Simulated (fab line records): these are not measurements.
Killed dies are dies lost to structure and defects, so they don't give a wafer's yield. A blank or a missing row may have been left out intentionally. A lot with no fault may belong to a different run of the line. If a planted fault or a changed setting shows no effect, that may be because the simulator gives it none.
Which of the tools did it? || flow n5Finfet || 8 lots, 22 wafers sampled, at 6 steps of a route of 1938

== WHAT THE GAUGES READ, wafer by wafer ==
N5_BEOL_M4_RC_MEAS_101.
{"lot": "L634", "measured": "day 8 09:44", "on": "prober-02", "DIBL_N (mV/V)": "38.8 37.2 36.9"}
{"lot": "L635", "measured": "day 9 03:26", "on": "prober-01", "DIBL_N (mV/V)": "39.0 39.3 34.0"}
{"lot": "L636", "measured": "day 9 08:49", "on": "prober-02", "DIBL_N (mV/V)": "33.1 35.5 34.2"}
{"lot": "L643", "measured": "day 10 22:16", "on": "prober-02", "DIBL_N (mV/V)": "32.0 32.8"}
{"lot": "L646", "measured": "day 12 17:58", "on": "prober-01", "DIBL_N (mV/V)": "34.1 34.2"}
{"lot": "L649", "measured": "day 12 10:33", "on": "prober-01", "DIBL_N (mV/V)": "37.5 34.2 33.3"}
{"lot": "L650", "measured": "day 13 02:10", "on": "prober-01", "DIBL_N (mV/V)": "35.0 36.0 36.9"}
{"lot": "L652", "measured": "day 13 10:17", "on": "prober-01", "DIBL_N (mV/V)": "37.4 35.4 34.9"}

== WHAT TOOL EACH LOT RAN ON (gives the tool, then ch and the chambers of the sampled wafers, and finally the start) ==
{"lot": "L634", "N5_FIN_SAQP_PECVD_48": "pecvd-04 ch 0,1,2, day 2 14:51", "N5_FIN_SAQP_MANDREL1_REMOVE_56": "rieSi-02 ch 0,1,2, day 2 17:29", "N5_FIN_SAQP_ETCH_57": "rieDiel-03 ch 0,2,3, day 2 17:38", "N5_FIN_SAQP_ETCH_65": "rieSi-06 ch 0,1, day 2 17:45", "N5_FIN_SAQP_MANDREL_ETCH_58": "rieSi-06 ch 0,1, day 2 17:47"}
{"lot": "L635", "N5_FIN_SAQP_PECVD_48": "pecvd-03 ch 0,2, day 2 21:16", "N5_FIN_SAQP_MANDREL1_REMOVE_56": "rieSi-04 ch 1,2,3, day 2 23:45", "N5_FIN_SAQP_ETCH_57": "rieDiel-03 ch 0,2,3, day 2 23:54", "N5_FIN_SAQP_ETCH_65": "rieSi-06 ch 1,2,3, day 3 00:01", "N5_FIN_SAQP_MANDREL_ETCH_58": "rieSi-06 ch 1,2,3, day 3 00:02"}
{"lot": "L636", "N5_FIN_SAQP_PECVD_48": "pecvd-03 ch 0,1,2, day 3 02:56", "N5_FIN_SAQP_MANDREL1_REMOVE_56": "rieSi-02 ch 0,1,2, day 3 07:02", "N5_FIN_SAQP_ETCH_57": "rieDiel-02 ch 0,2,3, day 3 07:11", "N5_FIN_SAQP_ETCH_65": "rieSi-06 ch 1,2,3, day 3 07:17", "N5_FIN_SAQP_MANDREL_ETCH_58": "rieSi-06 ch 1,2,3, day 3 07:20"}
{"lot": "L643", "N5_FIN_SAQP_PECVD_48": "pecvd-03 ch 1, day 4 21:11", "N5_FIN_SAQP_MANDREL1_REMOVE_56": "rieSi-02 ch 0,1, day 5 00:07", "N5_FIN_SAQP_ETCH_57": "rieDiel-03 ch 0,1, day 5 00:16", "N5_FIN_SAQP_ETCH_65": "rieSi-06 ch 0,2, day 5 00:23", "N5_FIN_SAQP_MANDREL_ETCH_58": "rieSi-06 ch 0,2, day 5 00:25"}
{"lot": "L646", "N5_FIN_SAQP_PECVD_48": "pecvd-03 ch 1, day 5 15:20", "N5_FIN_SAQP_MANDREL1_REMOVE_56": "rieSi-06 ch 2,3, day 5 17:52", "N5_FIN_SAQP_ETCH_57": "rieDiel-02 ch 0,2, day 5 18:01", "N5_FIN_SAQP_ETCH_65": "rieSi-02 ch 1,2, day 5 18:07", "N5_FIN_SAQP_MANDREL_ETCH_58": "rieSi-02 ch 1,2, day 5 18:10"}
{"lot": "L649", "N5_FIN_SAQP_PECVD_48": "pecvd-04 ch 0,1, day 6 10:49", "N5_FIN_SAQP_MANDREL1_REMOVE_56": "rieSi-06 ch 1,2,3, day 6 13:53", "N5_FIN_SAQP_ETCH_57": "rieDiel-03 ch 0,2,3, day 6 14:04", "N5_FIN_SAQP_ETCH_65": "rieSi-04 ch 1,2,3, day 6 14:10", "N5_FIN_SAQP_MANDREL_ETCH_58": "rieSi-04 ch 1,2,3, day 6 14:12"}
{"lot": "L650", "N5_FIN_SAQP_PECVD_48": "pecvd-02 ch 0,1,2, day 6 18:25", "N5_FIN_SAQP_MANDREL1_REMOVE_56": "rieSi-02 ch 0,1, day 6 21:37", "N5_FIN_SAQP_ETCH_57": "rieDiel-04 ch 1,2,3, day 6 21:47", "N5_FIN_SAQP_ETCH_65": "rieSi-06 ch 0,1,3, day 6 21:53", "N5_FIN_SAQP_MANDREL_ETCH_58": "rieSi-06 ch 0,1,3, day 6 21:56"}
{"lot": "L652", "N5_FIN_SAQP_PECVD_48": "pecvd-04 ch 0,2, day 7 03:59", "N5_FIN_SAQP_MANDREL1_REMOVE_56": "rieSi-06 ch 0,2,3, day 7 06:55", "N5_FIN_SAQP_ETCH_57": "rieDiel-02 ch 1,2, day 7 07:04", "N5_FIN_SAQP_ETCH_65": "rieSi-02 ch 1,2,3, day 7 07:11", "N5_FIN_SAQP_MANDREL_ETCH_58": "rieSi-02 ch 1,2,3, day 7 07:13"}
- N5_FIN_SAQP_PECVD_48: deposits SiNx from SiH4/NH3/N2, target thk 25 nm, time 22.1 s.
- N5_FIN_SAQP_MANDREL1_REMOVE_56: chemistry HBr/Cl2/O2, target a-Si, stops on SiNx, bt time 10 s.
- N5_FIN_SAQP_ETCH_57: etches SiNx in CH3F/O2, target depth 32.5 nm, time 46.4 s.
- N5_FIN_SAQP_ETCH_65: etches SiO2 in CF4, target depth 4 nm, time 4.4 s.
- N5_FIN_SAQP_MANDREL_ETCH_58: etches a-Si in HBr/Cl2, stops on SiNx, target depth 45 nm, bt time 10 s, time 27 s.

== THE ANSWER, worked out from the rows above alone ==
Rule: the usual values come from the lots themselves. The widest of any qualifying gaps counts: lots, ordered by their means at a reading, are off when they make up no more than a third of the lots, leave a main group of 4 or more, and stand apart from it by 3 or more times the standard deviation of that group's means. Not used: any main group whose means are identical at the precision the tables above print for the reading. A lot without any number at a reading at which 4 lots or more have one is off too. Any other lot the step has rows for is counted as sound.
No lot is off on any of the readings shown, so nothing can be concluded from this.

== WHAT THE SIMULATOR HAD PUT IN ==
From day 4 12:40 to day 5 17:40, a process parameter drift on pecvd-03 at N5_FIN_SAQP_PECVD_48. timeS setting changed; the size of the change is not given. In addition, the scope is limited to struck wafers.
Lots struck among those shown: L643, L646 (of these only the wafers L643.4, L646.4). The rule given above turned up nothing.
